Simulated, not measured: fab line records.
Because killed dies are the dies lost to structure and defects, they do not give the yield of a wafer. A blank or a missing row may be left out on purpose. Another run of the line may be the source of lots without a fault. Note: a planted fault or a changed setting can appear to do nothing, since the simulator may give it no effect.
Chamber matching :: flow n5 finfet :: rie diel-05 running N5_MOL_CONTACT_COAG_DESCUM_88: 4 sister chambers
The step chemistry O2, time 7 s. 20 wafers are shown with their chamber, then 10 later ones without.

== WAFERS PAIRED WITH THEIR CHAMBERS ==
wafer: L087.1
chamber: 0
showerhead plenum p Torr (Torr): 2.19
throttle valve pct (%): 20.43
oes product au (a.u.): 0.81

wafer: L087.2
chamber: 3
showerhead plenum p Torr (Torr): 2.09
throttle valve pct (%): 20.49
oes product au (a.u.): 0.69

wafer: L087.3
chamber: 1
showerhead plenum p Torr (Torr): 1.97
throttle valve pct (%): 20.25
oes product au (a.u.): 0.71

wafer: L087.4
chamber: 2
showerhead plenum p Torr (Torr): 2.20
throttle valve pct (%): 19.85
oes product au (a.u.): 0.92

wafer: L087.5
chamber: 0
showerhead plenum p Torr (Torr): 2.19
throttle valve pct (%): 20.44
oes product au (a.u.): 0.82

wafer: L087.6
chamber: 3
showerhead plenum p Torr (Torr): 2.09
throttle valve pct (%): 20.50
oes product au (a.u.): 0.70

wafer: L089.3
chamber: 0
showerhead plenum p Torr (Torr): 2.19
throttle valve pct (%): 20.46
oes product au (a.u.): 0.81

wafer: L089.4
chamber: 1
showerhead plenum p Torr (Torr): 1.97
throttle valve pct (%): 20.25
oes product au (a.u.): 0.71

wafer: L089.6
chamber: 2
showerhead plenum p Torr (Torr): 2.20
throttle valve pct (%): 19.84
oes product au (a.u.): 0.90

wafer: L090.1
chamber: 2
showerhead plenum p Torr (Torr): 2.20
throttle valve pct (%): 19.84
oes product au (a.u.): 0.89

wafer: L090.2
chamber: 3
showerhead plenum p Torr (Torr): 2.08
throttle valve pct (%): 20.52
oes product au (a.u.): 0.68

wafer: L090.3
chamber: 1
showerhead plenum p Torr (Torr): 1.97
throttle valve pct (%): 20.25
oes product au (a.u.): 0.70

wafer: L090.4
chamber: 0
showerhead plenum p Torr (Torr): 2.19
throttle valve pct (%): 20.44
oes product au (a.u.): 0.80

wafer: L090.5
chamber: 2
showerhead plenum p Torr (Torr): 2.20
throttle valve pct (%): 19.85
oes product au (a.u.): 0.89

wafer: L090.6
chamber: 1
showerhead plenum p Torr (Torr): 1.97
throttle valve pct (%): 20.26
oes product au (a.u.): 0.70

wafer: L093.1
chamber: 2
showerhead plenum p Torr (Torr): 2.20
throttle valve pct (%): 19.84
oes product au (a.u.): 0.88

wafer: L093.2
chamber: 1
showerhead plenum p Torr (Torr): 1.96
throttle valve pct (%): 20.25
oes product au (a.u.): 0.70

wafer: L093.3
chamber: 3
showerhead plenum p Torr (Torr): 2.08
throttle valve pct (%): 20.52
oes product au (a.u.): 0.68

wafer: L093.4
chamber: 0
showerhead plenum p Torr (Torr): 2.19
throttle valve pct (%): 20.47
oes product au (a.u.): 0.79

wafer: L093.5
chamber: 1
showerhead plenum p Torr (Torr): 1.96
throttle valve pct (%): 20.27
oes product au (a.u.): 0.70

SIGNATURES, as means of the wafers listed above
reading: showerhead plenum p Torr
chamber 0: 2.1900
chamber 1: 1.9667
chamber 2: 2.2000
chamber 3: 2.0850
scatter within a chamber: 0.00382

reading: throttle valve pct
chamber 0: 20.4480
chamber 1: 20.2550
chamber 2: 19.8440
chamber 3: 20.5075
scatter within a chamber: 0.0118

reading: oes product au
chamber 0: 0.8060
chamber 1: 0.7033
chamber 2: 0.8960
chamber 3: 0.6875
scatter within a chamber: 0.0107
Rule: distance of a wafer from a chamber = root of the sum over the readings of ((wafer's reading minus chamber's mean) / reading's scatter) squared. If the next closest chamber is less than 2 further off than the closest, the wafer can't be placed; otherwise it belongs to the closest. The scatter: the root of (the sum of the squares of (reading less its chamber's mean) over the shown wafers, divided by (wafers less chambers)).

== WAFERS WITH NO CHAMBER GIVEN ==
wafer: L093.6
showerhead plenum p Torr (Torr): 2.20
throttle valve pct (%): 19.87
oes product au (a.u.): 0.88

wafer: L094.1
showerhead plenum p Torr (Torr): 1.96
throttle valve pct (%): 20.29
oes product au (a.u.): 0.69

wafer: L094.2
showerhead plenum p Torr (Torr): 2.20
throttle valve pct (%): 19.87
oes product au (a.u.): 0.88

wafer: L094.6
showerhead plenum p Torr (Torr): 1.96
throttle valve pct (%): 20.26
oes product au (a.u.): 0.69

wafer: L095.1
showerhead plenum p Torr (Torr): 2.20
throttle valve pct (%): 19.86
oes product au (a.u.): 0.88

wafer: L095.2
showerhead plenum p Torr (Torr): 2.18
throttle valve pct (%): 20.47
oes product au (a.u.): 0.79

wafer: L095.3
showerhead plenum p Torr (Torr): 1.96
throttle valve pct (%): 20.28
oes product au (a.u.): 0.69

wafer: L095.4
showerhead plenum p Torr (Torr): 2.08
throttle valve pct (%): 20.53
oes product au (a.u.): 0.68

wafer: L095.5
showerhead plenum p Torr (Torr): 1.96
throttle valve pct (%): 20.29
oes product au (a.u.): 0.69

wafer: L095.6
showerhead plenum p Torr (Torr): 2.20
throttle valve pct (%): 19.87
oes product au (a.u.): 0.88

== EACH ONE'S CHAMBER ==
wafer: L093.6
from the rows above: 2
in truth: 2

wafer: L094.1
from the rows above: 1
in truth: 1

wafer: L094.2
from the rows above: 2
in truth: 2

wafer: L094.6
from the rows above: 1
in truth: 1

wafer: L095.1
from the rows above: 2
in truth: 2

wafer: L095.2
from the rows above: 0
in truth: 0

wafer: L095.3
from the rows above: 1
in truth: 1

wafer: L095.4
from the rows above: 3
in truth: 3

wafer: L095.5
from the rows above: 1
in truth: 1

wafer: L095.6
from the rows above: 2
in truth: 2
10 of 10 placed correctly. Can't be placed from these rows: 0. Placed wrongly: 0.
